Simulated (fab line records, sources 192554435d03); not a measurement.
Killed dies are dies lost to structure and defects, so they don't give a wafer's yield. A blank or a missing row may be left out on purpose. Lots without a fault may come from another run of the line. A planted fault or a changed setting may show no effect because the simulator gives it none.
Chamber matching | flow n5_finfet | N5_BEOL_M3_ILD_DEP_00 on pecvd-03: 3 sister chambers
The step deposits SiOC from DEMS/O2, target thk 79 nm, time 15.3 s. 22 wafers are shown with their chamber, then 11 later ones without.

WAFERS WITH THEIR CHAMBER
wafer  | chamber | throttle_valve_pct (%) | heater_power_w (W) | showerhead_plenum_p_Torr (Torr)
L074.2 | 1       | 12.1                   | 524                | 5.685
L074.3 | 0       | 11.5                   | 537                | 5.687
L074.6 | 2       | 11.0                   | 399                | 5.693
L076.2 | 2       | 11.0                   | 439                | 5.708
L076.5 | 0       | 11.9                   | 551                | 5.675
L076.6 | 1       | 12.3                   | 519                | 5.665
L077.2 | 0       | 11.5                   | 558                | 5.679
L077.3 | 2       | 11.0                   | 457                | 5.703
L077.6 | 0       | 11.6                   | 569                | 5.678
L079.1 | 2       | 11.1                   | 475                | 5.706
L079.2 | 0       | 11.7                   | 535                | 5.699
L079.5 | 0       | 11.7                   | 531                | 5.682
L081.3 | 1       | 11.9                   | 514                | 5.668
L081.4 | 0       | 11.7                   | 511                | 5.676
L081.6 | 2       | 11.1                   | 450                | 5.691
L082.1 | 1       | 12.3                   | 451                | 5.677
L082.2 | 2       | 11.1                   | 438                | 5.701
L082.4 | 1       | 12.0                   | 448                | 5.674
L084.3 | 2       | 11.0                   | 459                | 5.683
L084.4 | 2       | 11.0                   | 468                | 5.692
L084.6 | 0       | 11.8                   | 577                | 5.676
L086.1 | 0       | 11.6                   | 489                | 5.682

SIGNATURES (means of the wafers above)
reading                  | chamber 0 | chamber 1 | chamber 2 | scatter within a chamber
throttle_valve_pct       | 11.667    | 12.120    | 11.037    | 0.123
heater_power_w           | 539.78    | 491.20    | 448.12    | 29
showerhead_plenum_p_Torr | 5.68156   | 5.67380   | 5.69712   | 0.00805
Rule: a wafer's distance from a chamber is the root of the sum, over the readings, of the square of ((its reading less the chamber's mean) divided by the reading's scatter). The wafer belongs to the nearest chamber; if the next one is less than 2 further off, it can't be placed. The scatter: the root of (the sum of the squares of (reading less its chamber's mean) over the shown wafers, divided by (wafers less chambers)).

WAFERS WITHOUT THEIR CHAMBER
wafer  | throttle_valve_pct (%) | heater_power_w (W) | showerhead_plenum_p_Torr (Torr)
L086.3 | 12.1                   | 511                | 5.661
L086.4 | 11.9                   | 509                | 5.689
L089.2 | 12.1                   | 489                | 5.682
L089.4 | 12.1                   | 484                | 5.671
L089.5 | 11.8                   | 537                | 5.670
L095.1 | 11.5                   | 571                | 5.673
L095.3 | 12.1                   | 474                | 5.686
L095.6 | 11.6                   | 561                | 5.687
L096.1 | 11.9                   | 501                | 5.684
L096.4 | 11.8                   | 511                | 5.669
L096.5 | 12.2                   | 507                | 5.682

WHICH CHAMBER EACH WENT THROUGH
wafer  | from the rows above     | in truth
L086.3 | 1                       | 1
L086.4 | can't be placed: 0 or 1 | 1
L089.2 | 1                       | 1
L089.4 | 1                       | 1
L089.5 | can't be placed: 0 or 1 | 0
L095.1 | 0                       | 0
L095.3 | 1                       | 1
L095.6 | 0                       | 0
L096.1 | can't be placed: 1 or 0 | 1
L096.4 | can't be placed: 0 or 1 | 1
L096.5 | 1                       | 1
Placed correctly: 7 of 11. Can't be placed from these rows: 4 (the true chamber is among the candidates in 4). Placed wrongly: 0.
